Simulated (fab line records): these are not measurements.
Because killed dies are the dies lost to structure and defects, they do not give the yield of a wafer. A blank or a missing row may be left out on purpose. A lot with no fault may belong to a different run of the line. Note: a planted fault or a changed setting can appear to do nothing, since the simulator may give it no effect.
Which tool is to blame? -- flow nandHarc -- 7 lots, 20 wafers sampled, at 2 steps of a route of 1159

== WHAT EACH GAUGE READ, for each wafer ==
NHARC_A_ONON_D1_THK_MEAS_27: measures by ellipsometry.
lot,measured,on,thkNm (nm)
L321,day 8 15:07,filmMetro-02,1011 1009 1009
L325,day 9 10:13,filmMetro-02,1005 1006 1005
L329,day 10 07:29,filmMetro-02,1005 1003 1003
L328,day 10 10:58,filmMetro-02,1001 1001 1002
L331,day 11 08:02,filmMetro-01,1017 1018 1019
L334,day 11 21:55,filmMetro-02,1001 1286 1002
L337,day 12 18:45,filmMetro-01,1009 1294

== EACH LOT AND THE TOOL THAT RAN IT (in order: tool; ch and the chambers of the sampled wafers; start) ==
lot,NHARC_A_ONON_D1_DEP_25
L321,"pecvdOnon-02 ch 0, day 8 14:37"
L325,"pecvdOnon-02 ch 0, day 9 09:43"
L329,"pecvdOnon-03 ch 0, day 10 07:02"
L328,"pecvdOnon-02 ch 0, day 10 10:27"
L331,"pecvdOnon-03 ch 0, day 11 07:33"
L334,"pecvdOnon-02 ch 0, day 11 21:25"
L337,"pecvdOnon-02 ch 0, day 12 18:14"
- NHARC_A_ONON_D1_DEP_25: target thk 1000 nm.

== THE ANSWER, worked out from the rows above alone ==
Rule: the lots themselves supply what counts as usual. Put in order of their means at a reading, lots are off if they are a third of the lots or fewer, leave a main group of 4 or more, and stand apart from it by a gap of 3 or more times the standard deviation of the main group's means; of several such gaps the widest counts. If all means in a main group match to the digits the tables above print for the reading, that group is not used. Also off: a lot with no number at a reading for which 4 or more lots have one. Any other lot the step has rows for is counted as sound.
Off: L334, L337 (NHARC_A_ONON_D1_THK_MEAS_27, thkNm). Mean 1008 nm and standard deviation 5.9 in the main group.
If a tool, at a process step before that reading, ran all the lots that are off and no sound lot after the first of them, it fits. Those tools and the gauges at NHARC_A_ONON_D1_THK_MEAS_27 are tried in the same way. One candidate fits, namely pecvdOnon-02 at NHARC_A_ONON_D1_DEP_25. A fault onset in the window from L328 (day 10 10:27, its last sound lot) to L334 (day 11 21:25, its first lot off) fits.

== WHAT THE SIMULATOR HAD PUT IN ==
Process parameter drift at NHARC_A_ONON_D1_DEP_25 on pecvdOnon-02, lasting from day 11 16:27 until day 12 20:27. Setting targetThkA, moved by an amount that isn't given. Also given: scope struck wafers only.
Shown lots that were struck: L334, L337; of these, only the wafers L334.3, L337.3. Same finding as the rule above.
